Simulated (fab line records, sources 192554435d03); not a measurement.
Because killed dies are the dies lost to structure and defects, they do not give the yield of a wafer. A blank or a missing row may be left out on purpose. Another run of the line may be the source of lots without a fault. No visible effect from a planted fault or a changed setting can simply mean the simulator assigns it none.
Chamber matching + flow n5-finfet + rie-diel-04 running N5_BEOL_M4_STRIP_19: 4 sister chambers
The step strips in O2. 18 wafers are shown with their chamber, then 9 later ones without.

WAFERS PAIRED WITH THEIR CHAMBERS
| wafer  | chamber | drypump-motor-current-A (A) | showerhead-plenum-p-Torr (Torr) | throttle-valve-pct (%) |
|--------|---------|-----------------------------|---------------------------------|------------------------|
| L075.2 | 2       | 5.9                         | 2.10                            | 16.30                  |
| L075.5 | 2       | 6.0                         | 2.10                            | 16.31                  |
| L075.6 | 3       | 5.6                         | 2.16                            | 17.12                  |
| L078.3 | 0       | 5.3                         | 2.07                            | 16.65                  |
| L078.4 | 1       | 5.5                         | 2.11                            | 16.73                  |
| L078.5 | 2       | 6.0                         | 2.10                            | 16.32                  |
| L082.2 | 1       | 5.6                         | 2.10                            | 16.76                  |
| L082.4 | 2       | 6.0                         | 2.09                            | 16.36                  |
| L082.5 | 3       | 5.6                         | 2.16                            | 16.72                  |
| L083.1 | 1       | 5.6                         | 2.10                            | 16.75                  |
| L083.4 | 2       | 6.0                         | 2.09                            | 16.36                  |
| L083.5 | 1       | 5.6                         | 2.10                            | 16.77                  |
| L084.1 | 3       | 5.6                         | 2.16                            | 16.73                  |
| L084.5 | 2       | 5.9                         | 2.09                            | 16.37                  |
| L084.6 | 1       | 5.5                         | 2.10                            | 16.77                  |
| L089.1 | 3       | 5.6                         | 2.15                            | 16.75                  |
| L089.4 | 2       | 6.0                         | 2.09                            | 16.38                  |
| L089.5 | 3       | 5.6                         | 2.15                            | 16.75                  |

SIGNATURES (means of the wafers above)
| reading                  | chamber 0 | chamber 1 | chamber 2 | chamber 3 | scatter within a chamber |
|--------------------------|-----------|-----------|-----------|-----------|--------------------------|
| drypump-motor-current-A  | 5.300     | 5.560     | 5.971     | 5.600     | 0.0433                   |
| showerhead-plenum-p-Torr | 2.0700    | 2.1020    | 2.0943    | 2.1560    | 0.00515                  |
| throttle-valve-pct       | 16.6500   | 16.7560   | 16.3429   | 16.8140   | 0.0945                   |
Rule: for each reading, subtract the chamber's mean from the wafer's reading, divide by that reading's scatter and square the result; add these up over the readings and take the root, which gives the wafer's distance from the chamber. If the next closest chamber is less than 2 further off than the closest, the wafer can't be placed; otherwise it belongs to the closest. The scatter: take each reading less its chamber's mean, square it, sum over the shown wafers, divide by the number of wafers less the number of chambers, and take the root.

WAFERS WHOSE CHAMBER IS MISSING
| wafer  | drypump-motor-current-A (A) | showerhead-plenum-p-Torr (Torr) | throttle-valve-pct (%) |
|--------|-----------------------------|---------------------------------|------------------------|
| L090.2 | 5.5                         | 2.10                            | 16.78                  |
| L090.3 | 5.6                         | 2.15                            | 16.76                  |
| L090.5 | 5.6                         | 2.15                            | 16.75                  |
| L094.2 | 5.3                         | 2.06                            | 16.72                  |
| L094.3 | 5.6                         | 2.09                            | 16.80                  |
| L094.5 | 5.5                         | 2.09                            | 16.82                  |
| L096.2 | 5.3                         | 2.05                            | 16.72                  |
| L096.4 | 5.5                         | 2.09                            | 16.81                  |
| L096.5 | 5.6                         | 2.15                            | 16.79                  |

EACH ONE'S CHAMBER
| wafer  | from the rows above | in truth |
|--------|---------------------|----------|
| L090.2 | 1                   | 1        |
| L090.3 | 3                   | 3        |
| L090.5 | 3                   | 3        |
| L094.2 | 0                   | 0        |
| L094.3 | 1                   | 1        |
| L094.5 | 1                   | 1        |
| L096.2 | 0                   | 0        |
| L096.4 | 1                   | 1        |
| L096.5 | 3                   | 3        |
9 of 9 placed correctly. Number that these rows cannot place: 0. Number placed wrongly: 0.
